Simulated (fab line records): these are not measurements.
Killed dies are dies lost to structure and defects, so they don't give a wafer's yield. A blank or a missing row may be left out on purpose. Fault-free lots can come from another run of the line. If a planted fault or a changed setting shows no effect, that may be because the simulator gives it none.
Chamber matching | flow n5_finfet | rie_diel-05 running N5_FIN_SAQP_ETCH_52: 4 sister chambers
The step etches SOC in N2/H2, target depth 100 nm, overetch 20 nm, time 150 s. 8 wafers are shown with their chamber, then 8 later ones without.

## WAFERS, EACH WITH ITS CHAMBER
wafer  | chamber | drypump_motor_current_A (A) | showerhead_plenum_p_Torr (Torr)
L088.3 | 1       | 4.9                         | 2.55
L088.5 | 1       | 4.9                         | 2.54
L091.3 | 0       | 6.3                         | 2.43
L091.4 | 3       | 5.6                         | 2.61
L092.2 | 0       | 6.3                         | 2.43
L092.4 | 2       | 6.0                         | 2.48
L092.6 | 2       | 5.9                         | 2.48
L095.1 | 3       | 5.6                         | 2.61

## WAFERS MISSING THEIR CHAMBER
wafer  | drypump_motor_current_A (A) | showerhead_plenum_p_Torr (Torr)
L095.2 | 5.9                         | 2.48
L095.4 | 6.3                         | 2.43
L096.1 | 4.9                         | 2.54
L096.3 | 6.0                         | 2.47
L096.5 | 6.3                         | 2.43
L097.1 | 5.9                         | 2.47
L097.4 | 5.6                         | 2.61
L097.5 | 4.9                         | 2.54

## WHICH CHAMBER EACH ONE RAN IN
wafer  | from the rows above | in truth
L095.2 | 2                   | 2
L095.4 | 0                   | 0
L096.1 | 1                   | 1
L096.3 | 2                   | 2
L096.5 | 0                   | 0
L097.1 | 2                   | 2
L097.4 | 3                   | 3
L097.5 | 1                   | 1
Correct placement for 8 of the 8. Left unplaced by these rows: 0. Placed wrongly: 0.
How it was worked out, from the rows above alone: a wafer's distance from a chamber is the root of the sum, over the readings, of the square of ((its reading less the chamber's mean) divided by the reading's scatter). If the next closest chamber is less than 2 further off than the closest, the wafer can't be placed; otherwise it belongs to the closest. The mean given for a chamber averages the wafers shown for that chamber. How the scatter is found: for the shown wafers, subtract from each reading the mean of its chamber, square and add these, divide the total by (wafers less chambers), then take the root.
